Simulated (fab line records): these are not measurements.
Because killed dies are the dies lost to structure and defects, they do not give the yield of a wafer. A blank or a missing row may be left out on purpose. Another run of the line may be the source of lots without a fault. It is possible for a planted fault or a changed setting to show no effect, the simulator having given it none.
Lot-split experiment :: flow n5Finfet :: route with 1938 steps; 7 lots, 39 wafers read

## ABOUT THE SPLIT
At N5_BEOL_M3_ALD_98 (deposits SiO2, target thk 2.5 nm, pulse time 1 s, co reactant pulse time 1 s), the setting aldCycles was moved away from the recipe's 17 on 12 of the 39 wafers read, by +29.4% to +52.9%. For the rest of the wafers, this setting stayed at what the recipe calls for.

Reading taken at the split's own step.

## THE READING
SiO2_of_BEOL_M3_ALD_98.thkNm (the simulator's own value, which no gauge read), in nm, at N5_BEOL_M3_ALD_98 (deposits SiO2, target thk 2.5 nm, pulse time 1 s, co reactant pulse time 1 s). There is no usual value for it anywhere in the file. Across the 27 wafers here that went through the recipe, the average is 2.5 nm and the standard deviation 0.097 nm.

wafer: L074.1
tool, chamber at the split: aldSin-04, 0,3
aldCycles as run: 17
against the recipe: recipe
SiO2_of_BEOL_M3_ALD_98.thkNm, nm: 2.6
against lot-mates on the recipe: -

wafer: L074.6
tool, chamber at the split: aldSin-04, 0,3
aldCycles as run: 17
against the recipe: recipe
SiO2_of_BEOL_M3_ALD_98.thkNm, nm: 2.6
against lot-mates on the recipe: -

wafer: L074.2
tool, chamber at the split: aldSin-04, 3,1,0
aldCycles as run: 26
against the recipe: +52.9%
SiO2_of_BEOL_M3_ALD_98.thkNm, nm: 3.8
against lot-mates on the recipe: +1.3

wafer: L074.3
tool, chamber at the split: aldSin-04, 3,1,0
aldCycles as run: 26
against the recipe: +52.9%
SiO2_of_BEOL_M3_ALD_98.thkNm, nm: 3.8
against lot-mates on the recipe: +1.3

wafer: L074.5
tool, chamber at the split: aldSin-04, 3,1,0
aldCycles as run: 26
against the recipe: +52.9%
SiO2_of_BEOL_M3_ALD_98.thkNm, nm: 3.8
against lot-mates on the recipe: +1.3

wafer: L074.4
tool, chamber at the split: aldSin-04, 2
aldCycles as run: 17
against the recipe: recipe
SiO2_of_BEOL_M3_ALD_98.thkNm, nm: 2.4
against lot-mates on the recipe: -

wafer: L078.1
tool, chamber at the split: aldSin-04, 1
aldCycles as run: 17
against the recipe: recipe
SiO2_of_BEOL_M3_ALD_98.thkNm, nm: 2.6
against lot-mates on the recipe: -

wafer: L078.6
tool, chamber at the split: aldSin-04, 1
aldCycles as run: 17
against the recipe: recipe
SiO2_of_BEOL_M3_ALD_98.thkNm, nm: 2.6
against lot-mates on the recipe: -

wafer: L078.2
tool, chamber at the split: aldSin-04, 0,3,2,0
aldCycles as run: 17
against the recipe: recipe
SiO2_of_BEOL_M3_ALD_98.thkNm, nm: 2.4
against lot-mates on the recipe: -

wafer: L078.3
tool, chamber at the split: aldSin-04, 0,3,2,0
aldCycles as run: 17
against the recipe: recipe
SiO2_of_BEOL_M3_ALD_98.thkNm, nm: 2.4
against lot-mates on the recipe: -

wafer: L078.4
tool, chamber at the split: aldSin-04, 0,3,2,0
aldCycles as run: 17
against the recipe: recipe
SiO2_of_BEOL_M3_ALD_98.thkNm, nm: 2.4
against lot-mates on the recipe: -

wafer: L078.5
tool, chamber at the split: aldSin-04, 0,3,2,0
aldCycles as run: 17
against the recipe: recipe
SiO2_of_BEOL_M3_ALD_98.thkNm, nm: 2.4
against lot-mates on the recipe: -

wafer: L080.1
tool, chamber at the split: aldSin-04, 0
aldCycles as run: 17
against the recipe: recipe
SiO2_of_BEOL_M3_ALD_98.thkNm, nm: 2.4
against lot-mates on the recipe: -

wafer: L080.5
tool, chamber at the split: aldSin-04, 0
aldCycles as run: 17
against the recipe: recipe
SiO2_of_BEOL_M3_ALD_98.thkNm, nm: 2.4
against lot-mates on the recipe: -

wafer: L080.2
tool, chamber at the split: aldSin-04, 1,3,2
aldCycles as run: 25
against the recipe: +47.1%
SiO2_of_BEOL_M3_ALD_98.thkNm, nm: 3.6
against lot-mates on the recipe: +1.1

wafer: L080.3
tool, chamber at the split: aldSin-04, 1,3,2
aldCycles as run: 25
against the recipe: +47.1%
SiO2_of_BEOL_M3_ALD_98.thkNm, nm: 3.6
against lot-mates on the recipe: +1.1

wafer: L080.4
tool, chamber at the split: aldSin-04, 1,3,2
aldCycles as run: 25
against the recipe: +47.1%
SiO2_of_BEOL_M3_ALD_98.thkNm, nm: 3.6
against lot-mates on the recipe: +1.1

wafer: L080.6
tool, chamber at the split: aldSin-04, 1
aldCycles as run: 17
against the recipe: recipe
SiO2_of_BEOL_M3_ALD_98.thkNm, nm: 2.6
against lot-mates on the recipe: -

wafer: L083.1
tool, chamber at the split: aldSin-03, 2,0,1
aldCycles as run: 26
against the recipe: +52.9%
SiO2_of_BEOL_M3_ALD_98.thkNm, nm: 3.8
against lot-mates on the recipe: +1.3

wafer: L083.3
tool, chamber at the split: aldSin-03, 2,0,1
aldCycles as run: 26
against the recipe: +52.9%
SiO2_of_BEOL_M3_ALD_98.thkNm, nm: 3.8
against lot-mates on the recipe: +1.3

wafer: L083.4
tool, chamber at the split: aldSin-03, 2,0,1
aldCycles as run: 26
against the recipe: +52.9%
SiO2_of_BEOL_M3_ALD_98.thkNm, nm: 3.8
against lot-mates on the recipe: +1.3

wafer: L083.2
tool, chamber at the split: aldSin-03, 3
aldCycles as run: 17
against the recipe: recipe
SiO2_of_BEOL_M3_ALD_98.thkNm, nm: 2.4
against lot-mates on the recipe: -

wafer: L083.5
tool, chamber at the split: aldSin-03, 2,3
aldCycles as run: 17
against the recipe: recipe
SiO2_of_BEOL_M3_ALD_98.thkNm, nm: 2.6
against lot-mates on the recipe: -

wafer: L083.6
tool, chamber at the split: aldSin-03, 2,3
aldCycles as run: 17
against the recipe: recipe
SiO2_of_BEOL_M3_ALD_98.thkNm, nm: 2.6
against lot-mates on the recipe: -

wafer: L090.1
tool, chamber at the split: aldSin-01, 2,0
aldCycles as run: 17
against the recipe: recipe
SiO2_of_BEOL_M3_ALD_98.thkNm, nm: 2.4
against lot-mates on the recipe: -

wafer: L090.3
tool, chamber at the split: aldSin-01, 2,0
aldCycles as run: 17
against the recipe: recipe
SiO2_of_BEOL_M3_ALD_98.thkNm, nm: 2.4
against lot-mates on the recipe: -

wafer: L090.2
tool, chamber at the split: aldSin-01, 1,3,0
aldCycles as run: 22
against the recipe: +29.4%
SiO2_of_BEOL_M3_ALD_98.thkNm, nm: 3.2
against lot-mates on the recipe: +0.7

wafer: L090.4
tool, chamber at the split: aldSin-01, 1,3,0
aldCycles as run: 22
against the recipe: +29.4%
SiO2_of_BEOL_M3_ALD_98.thkNm, nm: 3.2
against lot-mates on the recipe: +0.7

wafer: L090.6
tool, chamber at the split: aldSin-01, 1,3,0
aldCycles as run: 22
against the recipe: +29.4%
SiO2_of_BEOL_M3_ALD_98.thkNm, nm: 3.2
against lot-mates on the recipe: +0.7

wafer: L090.5
tool, chamber at the split: aldSin-01, 1
aldCycles as run: 17
against the recipe: recipe
SiO2_of_BEOL_M3_ALD_98.thkNm, nm: 2.6
against lot-mates on the recipe: -

wafer: L092.1
tool, chamber at the split: aldSin-01, 1,0,2,0
aldCycles as run: 17
against the recipe: recipe
SiO2_of_BEOL_M3_ALD_98.thkNm, nm: 2.4
against lot-mates on the recipe: -

wafer: L092.2
tool, chamber at the split: aldSin-01, 1,0,2,0
aldCycles as run: 17
against the recipe: recipe
SiO2_of_BEOL_M3_ALD_98.thkNm, nm: 2.4
against lot-mates on the recipe: -

wafer: L092.3
tool, chamber at the split: aldSin-01, 1,0,2,0
aldCycles as run: 17
against the recipe: recipe
SiO2_of_BEOL_M3_ALD_98.thkNm, nm: 2.4
against lot-mates on the recipe: -

wafer: L092.5
tool, chamber at the split: aldSin-01, 1,0,2,0
aldCycles as run: 17
against the recipe: recipe
SiO2_of_BEOL_M3_ALD_98.thkNm, nm: 2.4
against lot-mates on the recipe: -

wafer: L092.4
tool, chamber at the split: aldSin-01, 3
aldCycles as run: 17
against the recipe: recipe
SiO2_of_BEOL_M3_ALD_98.thkNm, nm: 2.6
against lot-mates on the recipe: -

wafer: L092.6
tool, chamber at the split: aldSin-01, 3
aldCycles as run: 17
against the recipe: recipe
SiO2_of_BEOL_M3_ALD_98.thkNm, nm: 2.6
against lot-mates on the recipe: -

wafer: L095.1
tool, chamber at the split: aldSin-03, 3,2,2
aldCycles as run: 17
against the recipe: recipe
SiO2_of_BEOL_M3_ALD_98.thkNm, nm: 2.4
against lot-mates on the recipe: -

wafer: L095.3
tool, chamber at the split: aldSin-03, 3,2,2
aldCycles as run: 17
against the recipe: recipe
SiO2_of_BEOL_M3_ALD_98.thkNm, nm: 2.4
against lot-mates on the recipe: -

wafer: L095.5
tool, chamber at the split: aldSin-03, 3,2,2
aldCycles as run: 17
against the recipe: recipe
SiO2_of_BEOL_M3_ALD_98.thkNm, nm: 2.4
against lot-mates on the recipe: -
When a row names more than one chamber, that row covers several wafers, and the file does not tell which wafer ran in which chamber.

FIT RESULTS
A straight line over all 39 wafers: SiO2_of_BEOL_M3_ALD_98.thkNm changes by +0.0247 nm for each +1% of aldCycles; r = +0.99; the points scatter about the line by 0.083 nm.
The same after taking each lot's own level away (the mean of its wafers on the recipe; 39 wafers): +0.024 nm for each +1%; r = +0.99; scatter 0.076 nm.
On that fit, the largest move of aldCycles shifts the reading by 1.3 nm.
The lots' own levels span 2.40 to 2.53 nm, that is 1.4 times the standard deviation above.
The two slopes agree, so the slope changes little with the lot-to-lot level.
Check: with one of the wafers moved furthest among these (+52.9%) left out of the fit, the line predicts +1.27 nm for it against its lot-mates. Against them it came out at +1.27 nm.

## THE OTHER SPLITS THESE WAFERS WENT THROUGH
These wafers also went through other splits before the reading. Each is held against what the fit with the lots' levels taken away leaves over:
other split on the same wafers: N5_FIN_SAQP_SPACER2_ALD_28 targetThkA
wafers away from the commonest value: 12
r with SiO2_of_BEOL_M3_ALD_98.thkNm (lot level and that fit taken away): -0.01

other split on the same wafers: N5_HKMG_FIN_HK_ALD_01 aldCycles
wafers away from the commonest value: 15
r with SiO2_of_BEOL_M3_ALD_98.thkNm (lot level and that fit taken away): -0.05

other split on the same wafers: N5_GATE_CUT_DESCUM_18 timeS
wafers away from the commonest value: 9
r with SiO2_of_BEOL_M3_ALD_98.thkNm (lot level and that fit taken away): +0.33

other split on the same wafers: N5_MOL_CONTACT_COAG_PRECLEAN_111 timeS
wafers away from the commonest value: 15
r with SiO2_of_BEOL_M3_ALD_98.thkNm (lot level and that fit taken away): -0.16

## THE FILE'S OWN FIT
SiO2_of_BEOL_M3_ALD_98.thkNm changes by +0.0241 nm for each +1% of aldCycles, r = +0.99.
